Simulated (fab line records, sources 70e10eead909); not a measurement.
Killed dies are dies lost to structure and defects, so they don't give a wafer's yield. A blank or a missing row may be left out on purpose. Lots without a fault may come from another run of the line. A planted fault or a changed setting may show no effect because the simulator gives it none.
Chamber matching | flow nand_harc | NHARC_THIN_TSV_DESCUM_35 on rie_diel-13: 4 sister chambers
The step chemistry O2, time 3 s. 14 wafers are shown with their chamber, then 7 later ones without.

WAFERS WITH THEIR CHAMBER
wafer  | chamber | drypump_motor_current_A (A) | oes_product_au (a.u.) | rf_vpp_V (V)
L282.1 | 1       | 5.8                         | 0.994                 | 58.3
L282.2 | 2       | 5.4                         | 0.993                 | 58.2
L282.5 | 0       | 5.2                         | 0.999                 | 56.5
L285.1 | 1       | 5.7                         | 0.988                 | 57.9
L285.3 | 2       | 5.4                         | 0.988                 | 59.7
L285.5 | 0       | 5.2                         | 1.011                 | 57.6
L289.2 | 0       | 5.2                         | 1.011                 | 56.7
L289.3 | 3       | 6.5                         | 1.025                 | 58.5
L289.5 | 3       | 6.5                         | 1.024                 | 59.4
L291.2 | 2       | 5.4                         | 0.984                 | 57.6
L291.3 | 0       | 5.2                         | 0.994                 | 59.0
L291.5 | 0       | 5.2                         | 0.997                 | 56.6
L299.3 | 0       | 5.2                         | 1.003                 | 57.3
L299.4 | 2       | 5.4                         | 1.008                 | 58.4

SIGNATURES (means of the wafers above)
reading                 | chamber 0 | chamber 1 | chamber 2 | chamber 3 | scatter within a chamber
drypump_motor_current_A | 5.200     | 5.750     | 5.400     | 6.500     | 0.0224
oes_product_au          | 1.00250   | 0.99100   | 0.99325   | 1.02450   | 0.0078
rf_vpp_V                | 57.283    | 58.100    | 58.475    | 58.950    | 0.854
Rule: a wafer's distance from a chamber is the root of the sum, over the readings, of the square of ((its reading less the chamber's mean) divided by the reading's scatter). The wafer belongs to the nearest chamber; if the next one is less than 2 further off, it can't be placed. The scatter: the root of (the sum of the squares of (reading less its chamber's mean) over the shown wafers, divided by (wafers less chambers)).

WAFERS WITHOUT THEIR CHAMBER
wafer  | drypump_motor_current_A (A) | oes_product_au (a.u.) | rf_vpp_V (V)
L299.5 | 5.4                         | 1.012                 | 59.9
L300.1 | 5.4                         | 0.999                 | 58.1
L300.3 | 5.3                         | 1.002                 | 56.3
L300.5 | 5.7                         | 1.010                 | 58.2
L301.2 | 5.4                         | 1.001                 | 59.2
L301.4 | 5.8                         | 0.997                 | 57.7
L301.6 | 6.5                         | 1.009                 | 57.2

WHICH CHAMBER EACH WENT THROUGH
wafer  | from the rows above     | in truth
L299.5 | 2                       | 2
L300.1 | 2                       | 2
L300.3 | can't be placed: 0 or 2 | 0
L300.5 | 1                       | 1
L301.2 | 2                       | 2
L301.4 | 1                       | 1
L301.6 | 3                       | 3
Placed correctly: 6 of 7. Can't be placed from these rows: 1 (the true chamber is among the candidates in 1). Placed wrongly: 0.
